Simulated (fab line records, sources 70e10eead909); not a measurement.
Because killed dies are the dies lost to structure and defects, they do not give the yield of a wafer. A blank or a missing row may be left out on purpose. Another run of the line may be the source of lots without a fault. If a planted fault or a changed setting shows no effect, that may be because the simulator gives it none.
What tool caused it? + flow nand-harc + 24 lots with 72 wafers sampled at 4 steps, on a route of 1159 steps

== WHAT EACH GAUGE READ, for each wafer ==
NHARC_P_BONDPAD_THK_MEAS_33: measures by ellipsometry. Usual: thk-nm 200.5 nm, standard deviation 1.4.
| lot  | measured     | on            | thk-nm (nm)       | flag |
|------|--------------|---------------|-------------------|------|
| L074 | day 6 19:53  | film-metro-01 | 198.8 200.6 198.7 |      |
| L075 | day 6 20:25  | film-metro-01 | 200.0 201.1 201.3 |      |
| L076 | day 7 01:41  | film-metro-02 | 203.5 200.4 199.5 |      |
| L077 | day 7 02:35  | film-metro-02 | 201.9 200.1 201.6 |      |
| L079 | day 7 10:22  | film-metro-02 | 200.9 199.1 202.2 |      |
| L078 | day 7 15:35  | film-metro-01 | 201.4 200.4 201.8 |      |
| L081 | day 8 01:26  | film-metro-02 | 200.2 202.0 199.1 |      |
| L082 | day 8 02:07  | film-metro-01 | 199.6 200.6 198.1 |      |
| L080 | day 8 02:25  | film-metro-02 | 200.0 201.2 202.8 |      |
| L083 | day 8 13:33  | film-metro-01 | 200.8 199.7 202.2 |      |
| L084 | day 8 14:40  | film-metro-01 | 199.9 200.6 200.1 |      |
| L086 | day 9 13:32  | film-metro-01 | 199.4 201.7 200.6 |      |
| L085 | day 9 14:37  | film-metro-01 | 201.0 201.4 201.6 |      |
| L087 | day 9 16:54  | film-metro-02 | 201.0 200.2 199.0 |      |
| L088 | day 9 19:58  | film-metro-01 | 200.6 201.8 200.2 |      |
| L089 | day 10 09:46 | film-metro-01 | 201.0 202.1 198.9 |      |
| L090 | day 10 16:37 | film-metro-02 | 199.6 198.8 200.1 |      |
| L091 | day 10 17:34 | film-metro-01 | 199.5 201.1 200.9 |      |
| L093 | day 10 19:08 | film-metro-02 | 198.9 200.4 202.0 |      |
| L092 | day 10 20:06 | film-metro-02 | 201.9 201.7 203.3 |      |
| L095 | day 11 16:41 | film-metro-02 | 204.3 199.9 202.4 |      |
| L094 | day 11 16:30 | film-metro-01 | 201.8 199.0 197.2 |      |
| L096 | day 11 23:43 | film-metro-02 | 203.3 197.1 200.5 |      |
| L097 | day 12 02:43 | film-metro-02 | 198.3 198.9 199.3 |      |

== EACH LOT AND THE TOOL THAT RAN IT (in order: tool; ch and the chambers of the sampled wafers; start) ==
| lot  | NHARC_P_M1_ANNEAL_31             | NHARC_P_M2_STRIP_18                | NHARC_P_M2_DEGAS_29          |
|------|----------------------------------|------------------------------------|------------------------------|
| L074 | rtp-anneal-01 ch 0, day 6 13:41  | rie-diel-03 ch 0,1,3, day 6 16:28  | pvd-sputter-01, day 6 17:07  |
| L075 | rtp-anneal-02 ch 0, day 6 14:11  | rie-diel-03 ch 0,1,3, day 6 17:01  | pvd-sputter-02, day 6 17:38  |
| L076 | rtp-anneal-01 ch 0, day 6 19:32  | rie-diel-03 ch 0,1, day 6 22:18    | pvd-sputter-01, day 6 22:55  |
| L077 | rtp-anneal-02 ch 0, day 6 20:16  | rie-diel-04 ch 0,3, day 6 23:07    | pvd-sputter-02, day 6 23:45  |
| L079 | rtp-anneal-02 ch 0, day 7 03:49  | rie-diel-03 ch 0,1,3, day 7 07:01  | pvd-sputter-03, day 7 07:37  |
| L078 | rtp-anneal-01 ch 0, day 7 08:49  | rie-diel-03 ch 0,1,3, day 7 11:50  | pvd-sputter-01, day 7 12:26  |
| L081 | rtp-anneal-01 ch 0, day 7 19:20  | rie-diel-03 ch 0,1,3, day 7 22:04  | pvd-sputter-03, day 7 22:41  |
| L082 | rtp-anneal-01 ch 0, day 7 19:39  | rie-diel-02 ch 0,1,3, day 7 22:25  | pvd-sputter-02, day 7 23:09  |
| L080 | rtp-anneal-01 ch 0, day 7 20:05  | rie-diel-03 ch 2,3, day 7 22:51    | pvd-sputter-03, day 7 23:30  |
| L083 | rtp-anneal-02 ch 0, day 8 06:57  | rie-diel-03 ch 1,3, day 8 09:49    | pvd-sputter-02, day 8 10:26  |
| L084 | rtp-anneal-02 ch 0, day 8 08:23  | rie-diel-03 ch 1,2, day 8 11:10    | pvd-sputter-02, day 8 11:48  |
| L086 | rtp-anneal-02 ch 0, day 9 07:17  | rie-diel-03 ch 2,3, day 9 10:06    | pvd-sputter-03, day 9 10:45  |
| L085 | rtp-anneal-02 ch 0, day 9 08:37  | rie-diel-03 ch 0,2, day 9 11:13    | pvd-sputter-02, day 9 11:51  |
| L087 | rtp-anneal-01 ch 0, day 9 10:37  | rie-diel-03 ch 0,1,2, day 9 13:20  | pvd-sputter-01, day 9 13:56  |
| L088 | rtp-anneal-02 ch 0, day 9 13:49  | rie-diel-03 ch 0,1,2, day 9 16:35  | pvd-sputter-02, day 9 17:10  |
| L089 | rtp-anneal-02 ch 0, day 10 03:03 | rie-diel-04 ch 0,1,3, day 10 06:22 | pvd-sputter-01, day 10 06:58 |
| L090 | rtp-anneal-02 ch 0, day 10 10:14 | rie-diel-02 ch 0,2,3, day 10 13:07 | pvd-sputter-03, day 10 13:47 |
| L091 | rtp-anneal-01 ch 0, day 10 11:10 | rie-diel-03 ch 0,2, day 10 14:02   | pvd-sputter-02, day 10 14:47 |
| L093 | rtp-anneal-01 ch 0, day 10 12:59 | rie-diel-03 ch 0,2,3, day 10 15:45 | pvd-sputter-03, day 10 16:22 |
| L092 | rtp-anneal-01 ch 0, day 10 13:51 | rie-diel-03 ch 0,2,3, day 10 16:40 | pvd-sputter-01, day 10 17:18 |
| L095 | rtp-anneal-01 ch 0, day 11 09:25 | rie-diel-03 ch 0,3, day 11 12:59   | pvd-sputter-03, day 11 13:49 |
| L094 | rtp-anneal-01 ch 0, day 11 09:52 | rie-diel-04 ch 0,1,3, day 11 13:01 | pvd-sputter-01, day 11 13:38 |
| L096 | rtp-anneal-01 ch 0, day 11 17:06 | rie-diel-03 ch 0,1,3, day 11 20:13 | pvd-sputter-03, day 11 20:55 |
| L097 | rtp-anneal-01 ch 0, day 11 20:34 | rie-diel-03 ch 2,3, day 11 23:14   | pvd-sputter-02, day 11 23:54 |
- NHARC_P_M1_ANNEAL_31: time 90 s.
- NHARC_P_M2_STRIP_18: strips in N2/H2.
- NHARC_P_M2_DEGAS_29: time 60 s.

== AS READ BY THE TOOLS THEMSELVES (means over the sampled wafers that have a number; for cases with no such wafer, the mark the record gives instead) ==
NHARC_P_M1_ANNEAL_31. Usual: wafer_temp_C_max 226.4, standard deviation 0.48.
| lot  | tool          | wafer_temp_C_max | flag |
|------|---------------|------------------|------|
| L074 | rtp-anneal-01 | 226.9            |      |
| L075 | rtp-anneal-02 | 225.9            |      |
| L076 | rtp-anneal-01 | 226.9            |      |
| L077 | rtp-anneal-02 | 226.0            |      |
| L079 | rtp-anneal-02 | 226.0            |      |
| L078 | rtp-anneal-01 | 226.6            |      |
| L081 | rtp-anneal-01 | 226.7            |      |
| L082 | rtp-anneal-01 | 227.0            |      |
| L080 | rtp-anneal-01 | 226.9            |      |
| L083 | rtp-anneal-02 | 225.7            |      |
| L084 | rtp-anneal-02 | 226.1            |      |
| L086 | rtp-anneal-02 | 226.3            |      |
| L085 | rtp-anneal-02 | 225.9            |      |
| L087 | rtp-anneal-01 | 226.9            |      |
| L088 | rtp-anneal-02 | 225.9            |      |
| L089 | rtp-anneal-02 | 225.9            |      |
| L090 | rtp-anneal-02 | 225.8            |      |
| L091 | rtp-anneal-01 | 226.7            |      |
| L093 | rtp-anneal-01 | 226.7            |      |
| L092 | rtp-anneal-01 | 227.0            |      |
| L095 | rtp-anneal-01 | 226.9            |      |
| L094 | rtp-anneal-01 | 226.7            |      |
| L096 | rtp-anneal-01 | 226.7            |      |
| L097 | rtp-anneal-01 | 226.6            |      |

NHARC_P_M2_STRIP_18. Usual: drypump-motor-current-A 5.7 A, standard deviation 0.53; oes-product-au 1.001 a.u., standard deviation 0.01; rf-vpp-V 90.8 V, standard deviation 1.1; showerhead-plenum-p-Torr 2.05 Torr, standard deviation 0.12; throttle-valve-pct 14.170 %, standard deviation 0.0085.
| lot  | tool        | drypump-motor-current-A (A) | oes-product-au (a.u.) | rf-vpp-V (V) | showerhead-plenum-p-Torr (Torr) | throttle-valve-pct (%) | flag |
|------|-------------|-----------------------------|-----------------------|--------------|---------------------------------|------------------------|------|
| L074 | rie-diel-03 | 5.5                         | 0.995                 | 89.7         | 2.00                            | 14.168                 |      |
| L075 | rie-diel-03 | 5.5                         | 0.996                 | 90.7         | 2.00                            | 14.177                 |      |
| L076 | rie-diel-03 | 5.6                         | 1.000                 | 90.3         | 2.07                            | 14.170                 |      |
| L077 | rie-diel-04 | 5.7                         | 1.000                 | 90.9         | 2.06                            | 14.167                 |      |
| L079 | rie-diel-03 | 5.5                         | 1.002                 | 90.8         | 2.00                            | 14.173                 |      |
| L078 | rie-diel-03 | 5.5                         | 0.997                 | 90.3         | 2.00                            | 14.163                 |      |
| L081 | rie-diel-03 | 5.5                         | 0.999                 | 90.7         | 2.00                            | 14.171                 |      |
| L082 | rie-diel-02 | 5.4                         | 1.002                 | 91.5         | 2.10                            | 14.167                 |      |
| L080 | rie-diel-03 | 6.1                         | 1.005                 | 91.3         | 2.12                            | 14.166                 |      |
| L083 | rie-diel-03 | 5.9                         | 0.993                 | 91.4         | 2.07                            | 14.168                 |      |
| L084 | rie-diel-03 | 6.1                         | 0.997                 | 91.9         | 2.16                            | 14.169                 |      |
| L086 | rie-diel-03 | 6.1                         | 0.999                 | 91.9         | 2.12                            | 14.166                 |      |
| L085 | rie-diel-03 | 5.7                         | 1.007                 | 91.2         | 2.12                            | 14.167                 |      |
| L087 | rie-diel-03 | 5.7                         | 1.004                 | 91.0         | 2.09                            | 14.162                 |      |
| L088 | rie-diel-03 | 5.6                         | 1.006                 | 91.4         | 2.09                            | 14.178                 |      |
| L089 | rie-diel-04 | 5.6                         | 1.007                 | 91.6         | 2.07                            | 14.161                 |      |
| L090 | rie-diel-02 | 5.6                         | 0.991                 | 90.8         | 2.05                            | 14.171                 |      |
| L091 | rie-diel-03 | 5.8                         | 1.003                 | 91.1         | 2.12                            | 14.171                 |      |
| L093 | rie-diel-03 | 5.6                         | 1.002                 | 90.4         | 2.02                            | 14.171                 |      |
| L092 | rie-diel-03 | 5.6                         | 1.009                 | 89.8         | 2.02                            | 14.155                 |      |
| L095 | rie-diel-03 | 5.1                         | 1.010                 | 90.2         | 1.93                            | 14.174                 |      |
| L094 | rie-diel-04 | 5.7                         | 0.999                 | 89.8         | 2.07                            | 14.165                 |      |
| L096 | rie-diel-03 | 5.5                         | 1.011                 | 90.4         | 2.00                            | 14.176                 |      |
| L097 | rie-diel-03 | 6.1                         | 1.002                 | 91.8         | 2.12                            | 14.172                 |      |

NHARC_P_M2_DEGAS_29. Usual: heater-power-w 341 W, standard deviation 33.
| lot  | tool           | heater-power-w (W) | flag |
|------|----------------|--------------------|------|
| L074 | pvd-sputter-01 | 332                |      |
| L075 | pvd-sputter-02 | 347                |      |
| L076 | pvd-sputter-01 | 312                |      |
| L077 | pvd-sputter-02 | 331                |      |
| L079 | pvd-sputter-03 | 355                |      |
| L078 | pvd-sputter-01 | 304                |      |
| L081 | pvd-sputter-03 | 352                |      |
| L082 | pvd-sputter-02 | 352                |      |
| L080 | pvd-sputter-03 | 344                |      |
| L083 | pvd-sputter-02 | 314                |      |
| L084 | pvd-sputter-02 | 315                |      |
| L086 | pvd-sputter-03 | 326                |      |
| L085 | pvd-sputter-02 | 351                |      |
| L087 | pvd-sputter-01 | 366                |      |
| L088 | pvd-sputter-02 | 344                |      |
| L089 | pvd-sputter-01 | 346                |      |
| L090 | pvd-sputter-03 | 355                |      |
| L091 | pvd-sputter-02 | 354                |      |
| L093 | pvd-sputter-03 | 369                |      |
| L092 | pvd-sputter-01 | 370                |      |
| L095 | pvd-sputter-03 | 351                |      |
| L094 | pvd-sputter-01 | 370                |      |
| L096 | pvd-sputter-03 | 357                |      |
| L097 | pvd-sputter-02 | 350                |      |

== THE ANSWER, worked out from the rows above alone ==
Rule: a lot is off if the mean of its wafers that have a number lies more than 3 standard deviations from the usual mean. Also off: a lot with no number at a reading for which 4 or more lots have one. Where the step has rows for the other lots, those lots are counted as sound. After the gauges, taken in route order, come the tools' own readings; for these a lot's mean is taken, as printed above. The first step at which some lot is off is used, and at that step the reading that is off furthest; a lot without a number counts as furthest.
Across all readings shown, no lot is off: no conclusion can be drawn from this.

== WHAT HAD BEEN PUT IN BY THE SIMULATOR ==
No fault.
